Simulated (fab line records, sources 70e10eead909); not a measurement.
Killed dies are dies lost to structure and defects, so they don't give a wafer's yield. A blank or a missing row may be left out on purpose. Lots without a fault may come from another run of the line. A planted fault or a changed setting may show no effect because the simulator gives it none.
Which tool did it? | flow nand_harc | 24 lots, 72 wafers sampled, at 2 steps of a route of 1302

WHAT THE GAUGES READ, wafer by wafer
NHARC_A_ONON_D1_THK_MEAS_34: measures by ellipsometry. Usual: thk_nm 200 nm, standard deviation 3.6.
lot  | measured     | on            | thk_nm (nm) | flag
L074 | day 7 22:52  | film_metro-02 | 202 197 205 |
L075 | day 8 22:56  | film_metro-02 | 196 203 200 |
L076 | day 9 08:33  | film_metro-02 | 197 203 208 |
L078 | day 10 07:37 | film_metro-01 | 196 204 205 |
L077 | day 10 07:38 | film_metro-02 | 196 194 201 |
L080 | day 10 12:27 | film_metro-01 | 196 204 200 |
L079 | day 10 12:30 | film_metro-01 | 194 200 197 |
L081 | day 11 06:43 | film_metro-01 | 196 196 202 |
L082 | day 11 14:29 | film_metro-02 | 197 199 197 |
L083 | day 12 05:00 | film_metro-02 | 198 195 205 |
L084 | day 12 15:43 | film_metro-02 | 201 195 206 |
L086 | day 12 23:33 | film_metro-01 | 196 197 197 |
L085 | day 12 23:34 | film_metro-01 | 204 201 203 |
L087 | day 13 15:48 | film_metro-02 | 194 201 207 |
L089 | day 14 16:13 | film_metro-02 | 200 203 200 |
L088 | day 14 16:14 | film_metro-01 | 203 206 209 |
L090 | day 15 12:35 | film_metro-01 | 197 208 206 |
L091 | day 15 18:43 | film_metro-01 | 202 200 203 |
L092 | day 15 18:44 | film_metro-02 | 202 206 201 |
L094 | day 16 10:26 | film_metro-02 | 196 202 198 |
L093 | day 16 10:35 | film_metro-01 | 199 197 202 |
L095 | day 16 19:06 | film_metro-01 | 194 200 204 |
L096 | day 17 06:07 | film_metro-01 | 200 205 203 |
L097 | day 18 04:02 | film_metro-02 | 197 204 202 |

NHARC_A_CHANNEL_HOLE_D1_INSPECT_12. Usual: raw_defect_count 5.4, standard deviation 2.7.
lot  | measured     | on                | raw_defect_count | flag
L074 | day 8 01:53  | defect_inspect-02 | 6 9 4            |
L075 | day 9 06:59  | defect_inspect-01 | 6 7 8            |
L076 | day 9 14:03  | defect_inspect-02 | 0 3 8            |
L078 | day 10 10:31 | defect_inspect-01 | 9 8 1            |
L077 | day 10 11:29 | defect_inspect-02 | 4 7 9            |
L080 | day 10 16:11 | defect_inspect-01 | 7 4 3            |
L079 | day 10 16:47 | defect_inspect-01 | 7 5 10           |
L081 | day 11 13:04 | defect_inspect-01 | 7 7 5            |
L082 | day 11 20:09 | defect_inspect-02 | 4 7 3            |
L083 | day 12 07:47 | defect_inspect-02 | 8 2 11           |
L084 | day 12 21:01 | defect_inspect-01 | 11 5 1           |
L086 | day 13 03:55 | defect_inspect-02 | 4 2 6            |
L085 | day 13 03:11 | defect_inspect-01 | 7 5 13           |
L087 | day 13 18:55 | defect_inspect-02 | 4 4 5            |
L089 | day 14 23:38 | defect_inspect-01 | 5 9 6            |
L088 | day 15 00:52 | defect_inspect-02 | 12 3 4           |
L090 | day 15 15:20 | defect_inspect-02 | 4 8 1            |
L091 | day 15 22:31 | defect_inspect-02 | 4 1 2            |
L092 | day 15 23:12 | defect_inspect-02 | 11 4 7           |
L094 | day 16 14:26 | defect_inspect-02 | 5 3 6            |
L093 | day 16 16:19 | defect_inspect-02 | 10 6 5           |
L095 | day 17 00:23 | defect_inspect-02 | 4 1 9            |
L096 | day 17 09:01 | defect_inspect-02 | 4 1 4            |
L097 | day 18 07:24 | defect_inspect-01 | 4 7 9            |

WHICH TOOL RAN EACH LOT (tool, then ch and the chambers of the sampled wafers, then the start)
The record holds no process step before these readings.

WHAT THE TOOLS THEMSELVES READ (means of the sampled wafers that have a number; where no wafer has one, the mark that the record gives instead)
The record holds no such reading with a usual standard deviation.

THE ANSWER, worked out from the rows above alone
Rule: a lot is off if the mean of its wafers that have a number lies more than 3 standard deviations from the usual mean. A lot without any number at a reading at which 4 lots or more have one is off too. The other lots that the step has rows for count as sound. The gauges are gone through in route order, then the tools' own readings, and for those a lot's mean is taken as printed above. The first step at which some lot is off is used, and at that step the reading that is off furthest; a lot without a number counts as furthest.
No lot is off at any reading shown: from this, nothing can be told.

WHAT THE SIMULATOR HAD PUT IN
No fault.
